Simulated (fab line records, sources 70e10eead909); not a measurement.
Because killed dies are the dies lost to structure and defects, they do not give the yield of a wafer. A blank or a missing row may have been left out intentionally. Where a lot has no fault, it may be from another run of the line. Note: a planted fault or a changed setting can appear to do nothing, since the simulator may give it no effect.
fab line records | flow nand-harc
record lots=14 | wafers=42 | last-day=24
route steps=1159 shown A_CHANNEL_HOLE_D1@469 A_CHANNEL_FILL_D1@492
lots that met no fault: taken from a fault-free run of the same line
start-h: hours from the record's first day to the start of the lot's first wafer shown | wait-h: hours elapsed since this lot's preceding step | " identical to the entry in the row above | L1.1+2: several wafers, shown together as one row | - no value present, or no start provided | * or withheld: withheld | < > ~ a bound
route shown NAME@n: a module of which the file shows steps, and the number in the route of the first | usual: mean/standard deviation of fault-free wafers | same: alike in all rows | chamber/n: place in a boat | sites: readings site by site | _std_site: how widely they spread, as a standard deviation | _edge_site: outer sites' mean less inner sites' | radius-mm: for every site, how far away it sits from the centre of the wafer | mask NAME#n: copy n | behind: the last tool/chamber to shape the wafer | hold: why the lot went on hold/how many hours it stayed there/how the hold came to an end | device: names the non-switching transistor (n, p or np) | end of line: tests run on the same wafers once the route is complete | step lacking rows: just its recipe | killed: the dies lost at the first sort to structure and to defects; this is not the yield of the wafer | map: the dies of a wafer, with x for killed, . for not killed, _ for no die there
set.NAME: the run value of the setting; set.NAME@STEP: its run value at that earlier step | model.NAME: the simulator's own value behind a step, which no gauge read
the route's steps for a sample of lots (tables are steps, rows are wafers)
services: a tool's chamber out of use, with start hour (start-h, from the record's first day; less than 0 if before it), hours out, and reason
## steps
# step NHARC_A_CHANNEL_HOLE_D1_ETCH_16
# recipe target-depth-a=31000 | over-etch-frac=0.3 | time-s=806 | ion-energy-ev=150 | o2-flow-sccm=400 | cos-flow-sccm=20 | ar-flow-sccm=0 | rf-w=500 | bias-w=300 | chemistry=O2/COS
# usual drypump-motor-current-A=5.8/0.3 | oes-product-au=0.997/0.012 | rf-vpp-V=314.0/2 | run-length-s=827.1/0.55 | showerhead-plenum-p-Torr=3.10/0.12 | throttle-valve-pct=28.331/0.0094
lot.wafer | tool        | chamber | start-h | wait-h | drypump-motor-current-A | oes-product-au | rf-hours-counter-h | rf-vpp-V | run-length-s | showerhead-plenum-p-Torr | throttle-valve-pct
L986.1    | rie-diel-01 | 2       | 190.14  | -      | 5.9                     | 1.014          | 2                  | 313.5    | 827.6        | 3.09                     | 28.328
L986.3    | "           | 3       | "       | "      | 5.8                     | 0.988          | 2                  | 315.0    | 827.0        | 3.10                     | 28.340
L986.6    | "           | 0       | "       | "      | 5.7                     | 1.014          | -                  | 317.1    | 826.6        | 3.26                     | 28.332
L989.1    | rie-diel-09 | 3       | 195.88  | -      | 5.7                     | 0.990          | 7                  | 314.0    | 827.5        | 3.19                     | 28.335
L989.4    | "           | 2       | "       | "      | 6.1                     | 0.981          | 9                  | 310.4    | 827.5        | 2.93                     | 28.339
L989.5    | "           | 3       | "       | "      | 5.7                     | 0.995          | -                  | 316.9    | 827.1        | 3.19                     | 28.338
L988.3    | rie-diel-09 | 3       | 200.52  | -      | 5.7                     | 0.984          | 8                  | 314.6    | 827.3        | 3.19                     | 28.331
L988.5    | "           | 1       | "       | "      | 6.2                     | 0.988          | -                  | 316.4    | 826.2        | 3.27                     | 28.323
L988.6    | "           | 2       | "       | "      | 6.1                     | 0.981          | -                  | 313.4    | 827.5        | 2.93                     | 28.338
L991.4    | rie-diel-09 | 2       | 205.42  | -      | 6.1                     | 0.987          | 10                 | 312.1    | 827.4        | 2.93                     | 28.326
L991.2    | "           | 3       | "       | "      | 5.7                     | 0.975          | 9                  | 315.5    | 826.8        | 3.19                     | 28.337
L991.5    | "           | 2       | "       | "      | 6.1                     | 0.982          | -                  | 310.4    | 827.6        | 2.93                     | 28.334
L992.2    | rie-diel-01 | 2       | 215.94  | -      | 5.9                     | 1.008          | 4                  | 314.2    | 827.9        | 3.09                     | 28.319
L992.6    | "           | 2       | "       | "      | 5.9                     | 1.002          | -                  | 312.9    | 827.6        | 3.09                     | 28.334
L992.5    | "           | 3       | "       | "      | 5.8                     | 0.989          | -                  | 314.7    | 826.8        | 3.10                     | 28.326
L994.3    | rie-diel-01 | 2       | 231.35  | -      | 5.9                     | 1.001          | 5                  | 313.9    | 827.4        | 3.08                     | 28.315
L994.1    | "           | 0       | "       | "      | 5.7                     | 1.020          | 5                  | 315.5    | 826.6        | 3.26                     | 28.329
L994.5    | "           | 3       | "       | "      | 5.8                     | 0.983          | -                  | 315.8    | 826.9        | 3.10                     | 28.341
L993.1    | rie-diel-01 | 1       | 233.15  | -      | 5.8                     | 0.982          | 6                  | 311.0    | 826.3        | 3.07                     | 28.315
L993.4    | "           | 2       | "       | "      | 5.9                     | 0.997          | 6                  | 314.6    | 827.5        | 3.08                     | 28.326
L993.5    | "           | 1       | "       | "      | 5.9                     | 0.995          | -                  | 314.6    | 826.4        | 3.07                     | 28.346
L999.1    | rie-diel-01 | 3       | 250.31  | -      | 5.8                     | 0.991          | 7                  | 313.8    | 827.0        | 3.10                     | 28.331
L999.4    | "           | 0       | "       | "      | 5.7                     | 1.020          | 6                  | 315.6    | 826.8        | 3.25                     | 28.330
L999.5    | "           | 1       | "       | "      | 5.9                     | 0.979          | -                  | 314.2    | 826.4        | 3.07                     | 28.335
L998.3    | rie-diel-09 | 3       | 250.66  | -      | 5.7                     | 0.983          | 11                 | 314.6    | 827.3        | 3.19                     | 28.335
L998.1    | "           | 0       | "       | "      | 6.5                     | 1.004          | 12                 | 312.6    | 827.3        | 2.98                     | 28.327
L998.5    | "           | 2       | "       | "      | 6.1                     | 0.986          | -                  | 309.5    | 828.1        | 2.93                     | 28.321
L101.1    | rie-diel-09 | 0       | 270.17  | -      | 6.5                     | 1.013          | 0                  | 311.7    | 596.2        | 2.98                     | 28.348
L101.3    | "           | 1       | "       | "      | 6.3                     | 0.993          | 0                  | 317.5    | 595.0        | 3.27                     | 28.342
L101.5    | "           | 1       | "       | "      | 6.2                     | 0.989          | -                  | 316.5    | 594.9        | 3.27                     | 28.344
L105.3    | rie-diel-01 | 2       | 288.21  | -      | 5.9                     | 1.005          | 11                 | 315.0    | 828.0        | 3.08                     | 28.330
L105.1    | "           | 3       | "       | "      | 5.8                     | 0.997          | 10                 | 312.7    | 827.2        | 3.10                     | 28.351
L105.6    | "           | 2       | "       | "      | 5.9                     | 0.996          | -                  | 313.3    | 827.9        | 3.08                     | 28.328
L103.1    | rie-diel-09 | 3       | 288.50  | -      | 5.7                     | 0.986          | 2                  | 314.4    | 596.1        | 3.19                     | 28.320
L103.2    | "           | 0       | "       | "      | 6.5                     | 0.999          | 2                  | 312.7    | 595.7        | 2.98                     | 28.331
L103.6    | "           | 2       | "       | "      | 6.1                     | 0.998          | -                  | 312.0    | 596.2        | 2.93                     | 28.350
L106.4    | rie-diel-07 | 0       | 300.01  | -      | 5.7                     | 0.994          | 5                  | 310.7    | 826.9        | 2.95                     | 28.339
L106.6    | "           | 0       | "       | "      | 5.7                     | 0.991          | -                  | 313.2    | 826.9        | 2.95                     | 28.320
L106.5    | "           | 1       | "       | "      | 5.0                     | 1.005          | -                  | 319.6    | 827.9        | 3.34                     | 28.328
L108.1    | rie-diel-01 | 2       | 311.15  | -      | 5.9                     | 1.005          | 12                 | 313.7    | 827.4        | 3.08                     | 28.336
L108.2    | "           | 0       | "       | "      | 5.7                     | 1.020          | 10                 | 315.3    | 826.8        | 3.25                     | 28.316
L108.5    | "           | 1       | "       | "      | 5.8                     | 0.978          | -                  | 313.2    | 826.2        | 3.07                     | 28.338
# step NHARC_A_CHANNEL_HOLE_D1_ETCH_19
# recipe bias-v=1200 | source-w=2500 | pressure-mtorr=15 | time-s=34.5 | ar-flow-sccm=375 | c4f8-flow-sccm=28.8 | o2-flow-sccm=96.2 | temp-c=-20 | target-depth-a=* | chemistry=C4F8/O2/Ar
# usual drypump-motor-current-A=6.00/0.21 | run-length-s=35.6/0.39 | showerhead-plenum-p-Torr=3.71/0.1 | throttle-valve-pct=37.037/0.0093
# same time-s=34.5
lot.wafer | tool        | chamber | start-h | wait-h | drypump-motor-current-A | rf-hours-counter-h | run-length-s | showerhead-plenum-p-Torr | throttle-valve-pct
L986.1    | har-etch-02 | 0       | 190.68  | 0.1    | 5.82                    | 99                 | 35.5         | 3.65                     | 37.043
L986.3    | "           | 0       | "       | "      | 5.83                    | -                  | 35.6         | 3.65                     | 37.023
L986.6    | "           | 1       | "       | "      | 6.08                    | -                  | 35.6         | 3.63                     | 37.039
L989.1    | har-etch-02 | 0       | 196.55  | 0.1    | 5.83                    | 104                | 35.5         | 3.65                     | 37.034
L989.4    | "           | 1       | "       | "      | 6.04                    | -                  | 35.7         | 3.62                     | 37.031
L989.5    | "           | 0       | "       | "      | 5.82                    | -                  | 36.3         | 3.64                     | 37.027
L988.3    | har-etch-01 | 1       | 201.36  | 0.4    | 5.78                    | -                  | 35.8         | 3.80                     | 37.038
L988.5    | "           | 1       | "       | "      | 5.78                    | -                  | 35.7         | 3.80                     | 37.034
L988.6    | "           | 0       | "       | "      | 6.32                    | -                  | 35.3         | 3.86                     | 37.025
L991.2    | har-etch-02 | 0       | 206.07  | 0.1    | 5.82                    | 112                | 35.7         | 3.64                     | 37.060
L991.4    | "           | 1       | "       | "      | 6.08                    | -                  | 36.1         | 3.62                     | 37.045
L991.5    | "           | 1       | "       | "      | 6.07                    | -                  | 35.7         | 3.62                     | 37.047
L992.2    | har-etch-01 | 1       | 216.63  | 0.1    | 5.84                    | 210                | 35.8         | 3.79                     | 37.057
L992.6    | "           | 0       | "       | "      | 6.36                    | -                  | 34.9         | 3.86                     | 37.030
L992.5    | "           | 1       | "       | "      | 5.83                    | -                  | 35.9         | 3.79                     | 37.039
L994.1    | har-etch-02 | 1       | 232.02  | 0.1    | 6.04                    | 117                | 35.7         | 3.62                     | 37.048
L994.3    | "           | 1       | "       | "      | 6.05                    | -                  | 35.5         | 3.62                     | 37.032
L994.5    | "           | 0       | "       | "      | 5.84                    | -                  | 35.5         | 3.64                     | 37.026
L993.1    | har-etch-01 | 0       | 233.82  | 0.1    | 6.38                    | 214                | 35.3         | 3.86                     | 37.032
L993.4    | "           | 1       | "       | "      | 5.79                    | -                  | 35.8         | 3.79                     | 37.049
L993.5    | "           | 1       | "       | "      | 5.85                    | -                  | 35.8         | 3.79                     | 37.048
L999.1    | har-etch-01 | 1       | 250.85  | 0.1    | 5.86                    | 222                | 36.5         | 3.79                     | 37.031
L999.4    | "           | 1       | "       | "      | 5.86                    | -                  | 35.9         | 3.79                     | 37.035
L999.5    | "           | 0       | "       | "      | 6.32                    | -                  | 34.9         | 3.85                     | 37.040
L998.1    | har-etch-02 | 1       | 251.27  | 0.1    | 6.07                    | 130                | 35.7         | 3.61                     | 37.028
L998.3    | "           | 1       | "       | "      | 6.05                    | -                  | 35.7         | 3.61                     | 37.034
L998.5    | "           | 1       | "       | "      | 6.03                    | -                  | 35.6         | 3.61                     | 37.021
L101.1    | har-etch-02 | 1       | 270.84  | 0.1    | 6.04                    | 139                | 35.6         | 3.61                     | 37.040
L101.3    | "           | 1       | "       | "      | 6.04                    | -                  | 35.7         | 3.61                     | 37.036
L101.5    | "           | 0       | "       | "      | 5.83                    | -                  | 35.9         | 3.63                     | 37.025
L105.1    | har-etch-01 | 0       | 288.87  | 0.1    | 6.31                    | 243                | 34.9         | 3.84                     | 37.043
L105.3    | "           | 1       | "       | "      | 5.80                    | -                  | 35.9         | 3.77                     | 37.039
L105.6    | "           | 0       | "       | "      | 6.36                    | -                  | 35.2         | 3.84                     | 37.041
L103.1    | har-etch-02 | 0       | 292.85  | 3.8    | 5.83                    | 150                | 36.0         | 3.62                     | 37.041
L103.2    | "           | 1       | "       | "      | 6.05                    | 150                | 35.7         | 3.60                     | 37.050
L103.6    | "           | 0       | "       | "      | 5.82                    | -                  | 35.6         | 3.62                     | 37.029
L106.4    | har-etch-01 | 1       | 300.71  | 0.1    | 5.83                    | -                  | 36.1         | 3.77                     | 37.024
L106.6    | "           | 0       | "       | "      | 6.31                    | -                  | 34.7         | 3.84                     | 37.047
L106.5    | "           | 1       | "       | "      | 5.81                    | -                  | 35.7         | 3.77                     | 37.046
L108.1    | har-etch-02 | 1       | 311.75  | 0.1    | 6.07                    | 158                | 35.8         | 3.60                     | 37.040
L108.2    | "           | 0       | "       | "      | 5.87                    | 158                | 35.5         | 3.62                     | 37.035
L108.5    | "           | 0       | "       | "      | 5.84                    | -                  | 35.5         | 3.62                     | 37.029
# step NHARC_A_CHANNEL_HOLE_D1_ETCH_33
# recipe bias-v=400 | source-w=2000 | pressure-mtorr=25 | time-s=90 | ar-flow-sccm=375 | c4f8-flow-sccm=41.7 | o2-flow-sccm=83.3 | temp-c=-20 | target-depth-a=4000 | chemistry=C4F8/O2/Ar
# usual drypump-motor-current-A=6.00/0.21 | run-length-s=121.3/0.48 | showerhead-plenum-p-Torr=3.71/0.1 | throttle-valve-pct=27.620/0.0078
# same time-s=90
lot.wafer | tool        | chamber | start-h | wait-h | drypump-motor-current-A | rf-hours-counter-h | run-length-s | showerhead-plenum-p-Torr | throttle-valve-pct
L986.1    | har-etch-02 | 0       | 194.66  | 0.2    | 5.81                    | 102                | 121.3        | 3.64                     | 27.625
L986.3    | "           | 0       | "       | "      | 5.85                    | -                  | 121.4        | 3.64                     | 27.619
L986.6    | "           | 1       | "       | "      | 6.05                    | -                  | 121.4        | 3.62                     | 27.612
L989.1    | har-etch-02 | 0       | 200.55  | 0.2    | 5.82                    | 108                | 121.2        | 3.64                     | 27.625
L989.4    | "           | 1       | "       | "      | 6.05                    | -                  | 121.8        | 3.62                     | 27.625
L989.5    | "           | 0       | "       | "      | 5.82                    | -                  | 121.7        | 3.64                     | 27.624
L988.3    | har-etch-01 | 1       | 205.38  | 0.2    | 5.84                    | -                  | 121.8        | 3.79                     | 27.616
L988.5    | "           | 1       | "       | "      | 5.83                    | -                  | 121.6        | 3.79                     | 27.627
L988.6    | "           | 0       | "       | "      | 6.33                    | -                  | 120.5        | 3.86                     | 27.623
L991.2    | har-etch-02 | 0       | 210.07  | 0.2    | 5.85                    | 116                | 121.2        | 3.64                     | 27.624
L991.4    | "           | 1       | "       | "      | 6.04                    | -                  | 121.7        | 3.62                     | 27.631
L991.5    | "           | 1       | "       | "      | 6.06                    | -                  | 121.8        | 3.62                     | 27.630
L992.2    | har-etch-01 | 1       | 220.62  | 0.2    | 5.82                    | 214                | 121.7        | 3.79                     | 27.615
L992.6    | "           | 0       | "       | "      | 6.34                    | -                  | 120.5        | 3.86                     | 27.620
L992.5    | "           | 1       | "       | "      | 5.84                    | -                  | 121.6        | 3.79                     | 27.622
L994.1    | har-etch-02 | 1       | 236.01  | 0.2    | 6.02                    | 121                | 121.7        | 3.61                     | 27.635
L994.3    | "           | 1       | "       | "      | 6.04                    | -                  | 121.4        | 3.61                     | 27.620
L994.5    | "           | 0       | "       | "      | 5.81                    | -                  | 121.2        | 3.63                     | 27.627
L993.1    | har-etch-01 | 0       | 237.81  | 0.2    | 6.32                    | 218                | 121.2        | 3.85                     | 27.623
L993.4    | "           | 1       | "       | "      | 5.79                    | -                  | 121.4        | 3.79                     | 27.622
L993.5    | "           | 1       | "       | "      | 5.79                    | -                  | 121.9        | 3.79                     | 27.613
L999.1    | har-etch-01 | 1       | 254.82  | 0.2    | 5.86                    | 226                | 121.8        | 3.78                     | 27.626
L999.4    | "           | 1       | "       | "      | 5.82                    | -                  | 121.9        | 3.78                     | 27.627
L999.5    | "           | 0       | "       | "      | 6.31                    | -                  | 120.4        | 3.85                     | 27.618
L998.1    | har-etch-02 | 1       | 255.25  | 0.2    | 6.06                    | 133                | 121.4        | 3.61                     | 27.634
L998.3    | "           | 1       | "       | "      | 6.08                    | -                  | 121.2        | 3.61                     | 27.617
L998.5    | "           | 1       | "       | "      | 6.05                    | -                  | 121.4        | 3.61                     | 27.626
L101.1    | har-etch-02 | 1       | 274.84  | 0.2    | 6.05                    | 143                | 122.1        | 3.60                     | 27.618
L101.3    | "           | 1       | "       | "      | 6.03                    | -                  | 121.6        | 3.60                     | 27.616
L101.5    | "           | 0       | "       | "      | 5.83                    | -                  | 121.3        | 3.62                     | 27.634
L105.1    | har-etch-01 | 0       | 292.83  | 0.2    | 6.36                    | 246                | 120.7        | 3.84                     | 27.625
L105.3    | "           | 1       | "       | "      | 5.89                    | -                  | 121.5        | 3.77                     | 27.616
L105.6    | "           | 0       | "       | "      | 6.35                    | -                  | 120.4        | 3.84                     | 27.620
L103.1    | har-etch-02 | 0       | 296.85  | 0.2    | 5.83                    | 154                | 121.8        | 3.62                     | 27.630
L103.2    | "           | 1       | "       | "      | 6.05                    | 154                | 121.7        | 3.60                     | 27.621
L103.6    | "           | 0       | "       | "      | 5.84                    | -                  | 121.8        | 3.62                     | 27.618
L106.4    | har-etch-01 | 1       | 304.71  | 0.2    | 5.82                    | -                  | 121.8        | 3.77                     | 27.619
L106.6    | "           | 0       | "       | "      | 6.36                    | -                  | 120.6        | 3.83                     | 27.624
L106.5    | "           | 1       | "       | "      | 5.85                    | -                  | 121.7        | 3.77                     | 27.613
L108.1    | har-etch-02 | 1       | 315.74  | 0.2    | 6.04                    | 161                | 121.2        | 3.59                     | 27.615
L108.2    | "           | 0       | "       | "      | 5.84                    | 161                | 121.3        | 3.61                     | 27.612
L108.5    | "           | 0       | "       | "      | 5.83                    | -                  | 121.3        | 3.61                     | 27.628
# step NHARC_A_CHANNEL_FILL_D1_ALD_02
# recipe target-thk-a=60 | pulse-time-s=10 | ald-cycles=60 | temp-c=300 | material=SiO2
# usual heater-power-w=469/36 | precursor-pulse-height-rel=1.000/0.018
lot.wafer | tool      | chamber | start-h | wait-h | heater-power-w | precursor-pulse-height-rel
L986.1    | ald-hk-02 | 2       | 197.34  | -      | 532            | 1.003
L986.3    | "         | 3       | "       | "      | 475            | 0.993
L986.6    | "         | 1       | "       | "      | 405            | 1.028
L989.4    | ald-hk-03 | 2       | 202.45  | -      | 483            | 0.993
L989.1    | "         | 3       | "       | "      | 497            | 0.998
L989.5    | "         | 3       | "       | "      | 486            | 1.008
L988.3    | ald-hk-02 | 3       | 207.47  | -      | 482            | 0.997
L988.5    | "         | 0       | "       | "      | 491            | 0.992
L988.6    | "         | 1       | "       | "      | 418            | 0.994
L991.4    | ald-hk-01 | 3       | 212.16  | -      | 368            | 1.001
L991.2    | "         | 0       | "       | "      | 473            | 1.008
L991.5    | "         | 2       | "       | "      | 448            | 0.966
L992.2    | ald-hk-02 | 1       | 222.59  | -      | 424            | 1.006
L992.5    | "         | 0       | "       | "      | 485            | 1.024
L992.6    | "         | 1       | "       | "      | 415            | 0.979
L994.1    | ald-hk-03 | 3       | 238.06  | -      | 484            | 1.003
L994.3    | "         | 0       | "       | "      | 438            | 0.961
L994.5    | "         | 2       | "       | "      | 498            | 0.992
L993.1    | ald-hk-01 | 0       | 240.09  | -      | 458            | 1.002
L993.4    | "         | 1       | "       | "      | 479            | 0.973
L993.5    | "         | 1       | "       | "      | 471            | 1.013
L999.1    | ald-hk-02 | 3       | 256.80  | -      | 488            | 1.018
L999.4    | "         | 0       | "       | "      | 491            | 0.975
L999.5    | "         | 2       | "       | "      | 523            | 0.994
L998.1    | ald-hk-02 | 2       | 257.17  | -      | 526            | 1.013
L998.3    | "         | 1       | "       | "      | 418            | 0.997
L998.5    | "         | 2       | "       | "      | 539            | 1.003
L105.1    | ald-hk-02 | 0       | 294.94  | -      | 476            | 0.998
L105.3    | "         | 3       | "       | "      | 498            | 0.994
L105.6    | "         | 0       | "       | "      | 472            | 1.008
L106.4    | ald-hk-03 | 3       | 306.61  | -      | 481            | 1.030
L106.5    | "         | 2       | "       | "      | 490            | 1.018
L106.6    | "         | 3       | "       | "      | 497            | 1.014
L108.2    | ald-hk-01 | 1       | 319.57  | -      | 473            | 0.998
L108.1    | "         | 2       | "       | "      | 442            | 1.014
L108.5    | "         | 1       | "       | "      | 482            | 0.990
## services
tool        | chamber | start-h | hours | kind
rie-diel-01 | -       | 168.63  | 0.4   | repair
rie-diel-09 | 3       | 171.17  | 6.7   | repair
rie-diel-01 | 0       | 171.30  | -     | clean
rie-diel-01 | 1       | 171.30  | -     | clean
rie-diel-01 | 2       | 171.30  | -     | clean
rie-diel-01 | 3       | 171.30  | -     | clean
rie-diel-09 | -       | 177.28  | 1.7   | repair
rie-diel-07 | 2       | 178.39  | 15.6  | repair
rie-diel-09 | 3       | 179.97  | 3.6   | repair
ald-hk-03   | -       | 189.49  | 0.9   | repair
rie-diel-01 | 0       | 195.80  | -     | clean
rie-diel-01 | 1       | 195.80  | -     | clean
rie-diel-07 | -       | 228.67  | 9.0   | pm
ald-hk-01   | -       | 230.09  | 10.0  | pm
rie-diel-09 | -       | 254.10  | 9.0   | pm
rie-diel-07 | -       | 256.62  | 0.1   | repair
ald-hk-01   | -       | 271.73  | 5.0   | repair
ald-hk-02   | -       | 282.55  | 10.0  | pm
rie-diel-09 | 0       | 292.69  | 12.4  | repair
har-etch-01 | -       | 306.49  | 17.0  | pm
har-etch-01 | 0       | 306.49  | 17.0  | vent-cycle
har-etch-01 | 1       | 306.49  | 17.0  | vent-cycle
rie-diel-01 | -       | 314.80  | 9.0   | pm
rie-diel-07 | 1       | 315.37  | 3.0   | repair
## key
first-sign step=NHARC_A_CHANNEL_HOLE_D1_ETCH_16 | reading=run-length-s | direction=down | sigmas=99+ | usual=* | struck=*
effect none on later readings
met-at NHARC_A_CHANNEL_HOLE_D1_ETCH_16
struck-lots L101,L103
later-rows-left-out L101.1,L101.3,L101.5,L103.1,L103.2,L103.6
sort-left-out L101.1,L101.3,L101.5,L103.1,L103.2,L103.6
tester-left-out L101,L103
not-acting-at NHARC_A_CHANNEL_HOLE_D1_ETCH_19,NHARC_A_CHANNEL_HOLE_D1_ETCH_33,NHARC_A_CHANNEL_FILL_D1_ALD_02
onset-between 250.66 270.17
fault kind=process-parameter-drift | tool=rie-diel-09 | chamber=- | onset-h=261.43 | steps=NHARC_A_CHANNEL_HOLE_D1_ETCH_16 | channel=time-s | offset=* | shape=step | end-h=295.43 | acts-in=* | stated=*
# tester-left-out: of these lots the tester's yield and bins aren't shown, on N5 and GAA mostly nor the transistor test; their killed dies are dies lost to structure and defects alone, not to doping, threshold or leakage, so they don't give the yield
# sort-left-out: the simulated sort isn't trusted on such a fault, so these wafers' sort isn't shown, and their yield isn't known
# later-rows-left-out: the simulator's readings of these wafers behind a module that went badly wrong aren't trusted and aren't shown, but for the sort
